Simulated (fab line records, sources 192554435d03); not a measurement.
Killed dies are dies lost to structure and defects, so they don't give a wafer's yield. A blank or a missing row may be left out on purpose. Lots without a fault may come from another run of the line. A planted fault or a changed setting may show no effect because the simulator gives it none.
Which tool did it? | flow n5_finfet | 12 lots, 36 wafers sampled, at 5 steps of a route of 1938

WHAT THE GAUGES READ, wafer by wafer
N5_BEOL_M3_THK_MEAS_53: measures by xrf.
lot  | measured     | on            | M3_THK (nm)
L075 | day 7 17:18  | film_metro-01 | 34.8 36.7 36.9
L077 | day 7 22:59  | film_metro-01 | 37.7 40.2 40.5
L079 | day 8 14:02  | film_metro-02 | 38.0 37.8 39.8
L081 | day 9 00:20  | film_metro-02 | 38.2 37.9 38.7
L083 | day 9 17:38  | film_metro-02 | 36.6 37.7 39.2
L085 | day 10 01:58 | film_metro-02 | 36.7 34.8 39.0
L087 | day 10 23:29 | film_metro-02 | 36.2 39.8 36.7
L089 | day 11 06:43 | film_metro-01 | 35.6 38.9 39.6
L091 | day 11 18:32 | film_metro-02 | 40.5 40.2 39.6
L093 | day 12 04:56 | film_metro-01 | 39.7 41.2 39.1
L095 | day 12 12:38 | film_metro-02 | 39.0 39.8 40.7
L097 | day 13 17:18 | film_metro-02 | 38.8 38.6 38.7

WHICH TOOL RAN EACH LOT (tool, then ch and the chambers of the sampled wafers, then the start)
lot  | N5_BEOL_M3_DEGAS_44          | N5_BEOL_M3_ALD_84                   | N5_BEOL_M3_ANNEAL_49         | N5_BEOL_M3_SPUTTER_94
L075 | pvd_sputter-03, day 7 14:08  | ald_metal-02 ch 1,2,3, day 7 14:14  | pvd_sputter-01, day 7 14:49  | pvd_sputter-01, day 7 16:17
L077 | pvd_sputter-01, day 7 19:52  | ald_metal-02 ch 0,1,2, day 7 19:58  | pvd_sputter-03, day 7 20:31  | pvd_sputter-03, day 7 21:58
L079 | pvd_sputter-02, day 8 10:56  | ald_metal-01 ch 0,1,2, day 8 11:02  | pvd_sputter-02, day 8 11:34  | pvd_sputter-02, day 8 13:02
L081 | pvd_sputter-03, day 8 21:06  | ald_metal-02 ch 2,3, day 8 21:12    | pvd_sputter-01, day 8 21:52  | pvd_sputter-01, day 8 23:19
L083 | pvd_sputter-03, day 9 14:30  | ald_metal-02 ch 0,1,2, day 9 14:37  | pvd_sputter-01, day 9 15:10  | pvd_sputter-01, day 9 16:37
L085 | pvd_sputter-03, day 9 22:41  | ald_metal-04 ch 1,2, day 9 22:47    | pvd_sputter-03, day 9 23:29  | pvd_sputter-03, day 10 00:57
L087 | pvd_sputter-03, day 10 20:07 | ald_metal-02 ch 0,1, day 10 20:13   | pvd_sputter-01, day 10 20:50 | pvd_sputter-01, day 10 22:18
L089 | pvd_sputter-03, day 11 03:07 | ald_metal-04 ch 1,2,3, day 11 03:26 | pvd_sputter-03, day 11 04:02 | pvd_sputter-03, day 11 05:30
L091 | pvd_sputter-02, day 11 15:10 | ald_metal-01 ch 0,1,2, day 11 15:16 | pvd_sputter-03, day 11 16:05 | pvd_sputter-03, day 11 17:32
L093 | pvd_sputter-01, day 12 01:39 | ald_metal-04 ch 0,2, day 12 01:45   | pvd_sputter-03, day 12 02:28 | pvd_sputter-03, day 12 03:55
L095 | pvd_sputter-01, day 12 09:29 | ald_metal-01 ch 0,1, day 12 09:35   | pvd_sputter-02, day 12 10:08 | pvd_sputter-02, day 12 11:36
L097 | pvd_sputter-02, day 13 14:06 | ald_metal-04 ch 0,1,3, day 13 14:12 | pvd_sputter-02, day 13 14:49 | pvd_sputter-02, day 13 16:16
- N5_BEOL_M3_DEGAS_44: time 60 s.
- N5_BEOL_M3_ALD_84: deposits TaN, pulse time 2 s, purge time 3 s, co reactant purge time 2 s.
- N5_BEOL_M3_ANNEAL_49: time 240 s.
- N5_BEOL_M3_SPUTTER_94: material Cu, target thk 4.5 nm, time 8.29 s.

THE ANSWER, worked out from the rows above alone
Rule: what is usual is taken from the lots themselves. Put in order of their means at a reading, lots are off if they are a third of the lots or fewer, leave a main group of 4 or more, and stand apart from it by a gap of 3 or more times the standard deviation of the main group's means; of several such gaps the widest counts. A main group whose means are all the same, to the digits that the tables above print for the reading, isn't used. A lot without any number at a reading at which 4 lots or more have one is off too. The other lots that the step has rows for count as sound.
No lot is off at any reading shown: from this, nothing can be told.

WHAT THE SIMULATOR HAD PUT IN
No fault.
